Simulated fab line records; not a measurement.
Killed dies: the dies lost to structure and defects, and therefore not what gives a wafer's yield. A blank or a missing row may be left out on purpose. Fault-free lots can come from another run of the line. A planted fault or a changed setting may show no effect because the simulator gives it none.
Problem report in the 8D (eight disciplines) form, filled by code | flow nandHarc | the parts of the form that need people (team, actions taken, sign-off) are left out

1. WHAT WENT WRONG
NHARC_END_SORT_01, killedDies: mean 180 over 1 wafer from 1 lot; wafers with no fault: 59, standard deviation 15. Measured from the usual mean, that is +8.1 standard deviations.
First observed at day 31 19:53: wafer L603.3, on prober-01. Wafers with a number at this step in the record: 15, from 5 lots. By rule, "out" or "out of limits" means more than 4 standard deviations away from the usual mean. The rest of the wafers with a number are treated as sound.

2. WHAT IT IS; WHAT IT IS NOT
question                    | is                        | is not
which readings at this step | killedDies, killedAtArray | killedAtOther, killedAtPeriphery, killedOpen
which lots                  | L603                      | L588, L589, L591, L593
which wafers of those lots  | L603.3                    | L603.2, L603.5
read on which gauges        | prober-01                 | prober-02
when                        | from day 31 19:53         | up to then (13 sound wafers); but 1 sound wafer of L603 came after

3. WHAT RULES OUT EACH SUSPECT
Counting: any tool at a process step up to the reading remains a suspect provided it ran every lot that is out. Sound lots after the first of them don't rule it out here, since some wafers of a struck lot are sound.
- the gauge at NHARC_END_SORT_01 has been ruled out. All the wafers that are out were read on prober-01, but those of them that NHARC_A_CONTACT_ETCH_110 has rows for are out there too, on other tools.
- rieDiel-04 at NHARC_A_CONTACT_ETCH_31 (etches the open film in O2/COS, target depth 2800 nm, time 728 s): kept. It ran the lot that is out, L603 (day 29 19:55). With no start given for some of its lots, NHARC_A_CONTACT_ETCH_31 uses the hours and lot order of NHARC_A_CONTACT_ETCH_92.
- rieDiel-04 at NHARC_A_CONTACT_ETCH_92 (etches the open film in CH3F/O2, target depth 40 nm, time 85.7 s): kept. It ran the lot that is out, L603 (day 29 19:55); its last sound lot up to then is L591 (day 24 20:27).
- rieDiel-04 at NHARC_A_CONTACT_ETCH_98 (etches the open film in C4F6/O2, target depth 20 nm, time 10 s): kept. It ran the lot that is out, L603 (day 29 20:25); its last sound lot up to then is L591 (day 24 20:58). With no start given for some of its lots, NHARC_A_CONTACT_ETCH_98 uses the hours and lot order of NHARC_A_CONTACT_ETCH_110.
- rieDiel-04 at NHARC_A_CONTACT_ETCH_110 (etches the open film in CF4/O2, target depth 60 nm, overetch 6 nm, time 33 s): kept. It ran the lot that is out, L603 (day 29 20:25); its last sound lot up to then is L593 (day 26 04:44). On those wafers its own readings are out: runLengthS.
- rieDiel-04, NHARC_A_CONTACT_ETCH_31: wafers that are out in chamber 3, sound lot-mates in chambers 0, 1.
- rieDiel-04, NHARC_A_CONTACT_ETCH_92: wafers that are out in chamber 3, sound lot-mates in chambers 0, 2.
- rieDiel-04, NHARC_A_CONTACT_ETCH_98: wafers that are out in chamber 1, sound lot-mates in chambers 0, 3.
- rieDiel-04, NHARC_A_CONTACT_ETCH_110: wafers that are out in chamber 0, sound lot-mates in chambers 1, 3.
Left after counting: rieDiel-04 at NHARC_A_CONTACT_ETCH_31, rieDiel-04 at NHARC_A_CONTACT_ETCH_92, rieDiel-04 at NHARC_A_CONTACT_ETCH_98, rieDiel-04 at NHARC_A_CONTACT_ETCH_110.

4. THE CAUSE (what the simulator had put in)
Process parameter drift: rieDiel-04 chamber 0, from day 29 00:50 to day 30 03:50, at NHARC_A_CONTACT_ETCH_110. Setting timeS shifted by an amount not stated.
Counting left 4 suspects, and this tool is among them.

5. THE CHAIN OF EFFECTS, in route order
One row per reading whose mean, taken over the struck wafers that have a number, lies over 3 standard deviations from the usual. Readings are gone through only where the record gives a usual standard deviation; hours: the median, over the lots, of the time from a lot's start at the first step in this table giving one to that lot's start at this step; sigmas: the change measured in usual standard deviations.
hours | step                     | reading       | usual  | on struck wafers | change | sigmas
0     | NHARC_A_CONTACT_ETCH_110 | runLengthS    | 54.5 s | 51.6             | -2.9   | -8.8
47    | NHARC_END_SORT_01        | killedAtArray | 55     | 174              | +119   | +7.9
47    | NHARC_END_SORT_01        | killedDies    | 59     | 180              | +121   | +8.1
It contains these process steps:
- NHARC_A_CONTACT_ETCH_110: etches the open film in CF4/O2, target depth 60 nm, overetch 6 nm, time 33 s.

6. HOW IT WOULD HAVE BEEN CAUGHT EARLIER
In this record the first reading out of limits at a measuring or inspecting step was taken at day 31 19:53, 67 hours after the fault began at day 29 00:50.
At NHARC_A_CONTACT_ETCH_110, the tool's own readings (runLengthS) were out on each struck wafer the step has a row for, so an alarm limit on them would have fired on the first such wafer.
By day 31 19:53 the whole set of lots that are out, 1 in number, had already begun NHARC_A_CONTACT_ETCH_110 on rieDiel-04. A hold on the tool at that time would have spared none of them.
